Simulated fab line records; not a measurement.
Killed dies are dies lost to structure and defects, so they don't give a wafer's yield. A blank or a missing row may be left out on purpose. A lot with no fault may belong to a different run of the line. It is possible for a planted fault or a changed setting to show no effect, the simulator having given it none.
Shared-tool check    flow nand harc    Lots sampled 2, wafers sampled 6

## THE REASON FOR OPENING IT
Flagged at NHARC_END_SORT_01: reading defect limited yield, on 2 of 2 lots. No-fault wafers: 91.1 %, standard deviation 2.9.
Rule: a lot is flagged when every wafer of it that has a number lies more than 4 standard deviations from that mean, or none has a number. The other lots count as sound.

lot   measured      on         defect limited yield (%), wafer by wafer  flag
L129  day 30 18:16  prober-01  24.7 23.8 25.0                            FLAGGED
L127  day 30 19:53  prober-02  28.4 27.2 25.6                            FLAGGED
The mean of the flagged lots' numbers is 25.8 %, -65.3 % from the usual (-23 standard deviations).

## WHICH TOOL EACH LOT WENT THROUGH
The record holds 3 process steps before the reading, out of a route of 1302 steps. Each cell gives the tool, then ch followed by the chambers the sampled wafers passed through, then the start.
lot   flag     NHARC_A_M1_ECD_22               NHARC_A_BONDPAD_ETCH_24                        NHARC_THIN_TSV_DESCUM_35
L129  FLAGGED  ecd cu-01 ch 0,1, day 29 07:35  rie diel-04 ch 0,1,2, day 29 13:14 or earlier  rie diel-02 ch 0,1,2, day 30 09:20
L127  FLAGGED  ecd cu-01 ch 0,1, day 29 05:38  rie diel-10 ch 1,2,3, day 29 11:06 or earlier  rie diel-01 ch 0,1, day 30 08:34
What these steps do:
- NHARC_A_M1_ECD_22: material Cu, target thk 400 nm.
- NHARC_A_BONDPAD_ETCH_24: etches the open film in CF4/N2, target depth 30 nm, time 72.99 s.
- NHARC_THIN_TSV_DESCUM_35: chemistry O2, time 3 s.
- NHARC_END_SORT_01

## FLAGGED OVER TOTAL, TOOL BY TOOL (the gauges that took the reading come last)
step                      tool         lots run  flagged  share of the flagged lots  sound lots run after its first flagged lot
NHARC_A_M1_ECD_22         ecd cu-01    2         2        all                        0
NHARC_A_BONDPAD_ETCH_24   rie diel-04  1         1        some                       0
NHARC_A_BONDPAD_ETCH_24   rie diel-10  1         1        some                       0
NHARC_THIN_TSV_DESCUM_35  rie diel-01  1         1        some                       0
NHARC_THIN_TSV_DESCUM_35  rie diel-02  1         1        some                       0
NHARC_END_SORT_01         prober-01    1         1        some                       0
NHARC_END_SORT_01         prober-02    1         1        some                       0
Because NHARC_A_BONDPAD_ETCH_24 lacks a start for some lots, the hours and order of its lots are taken from NHARC_A_BONDPAD_THK_MEAS_20.

## WHAT THE TABLE PERMITS
In the table, 1 row covers all flagged lots: ecd cu-01 at NHARC_A_M1_ECD_22.
- ecd cu-01 at NHARC_A_M1_ECD_22 ran 2 lots, 2 of them flagged. Because this sample shows no sound lot run on it before its first flagged lot, the start cannot be pinned down more closely.
One tool is left: ecd cu-01 at NHARC_A_M1_ECD_22.

## WHAT THE SIMULATOR HAD INSERTED
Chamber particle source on ecd cu-01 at NHARC_A_M1_ECD_22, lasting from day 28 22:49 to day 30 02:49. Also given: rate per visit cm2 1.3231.
Lots struck among those shown: L129, L127. The same result came from the rule above.
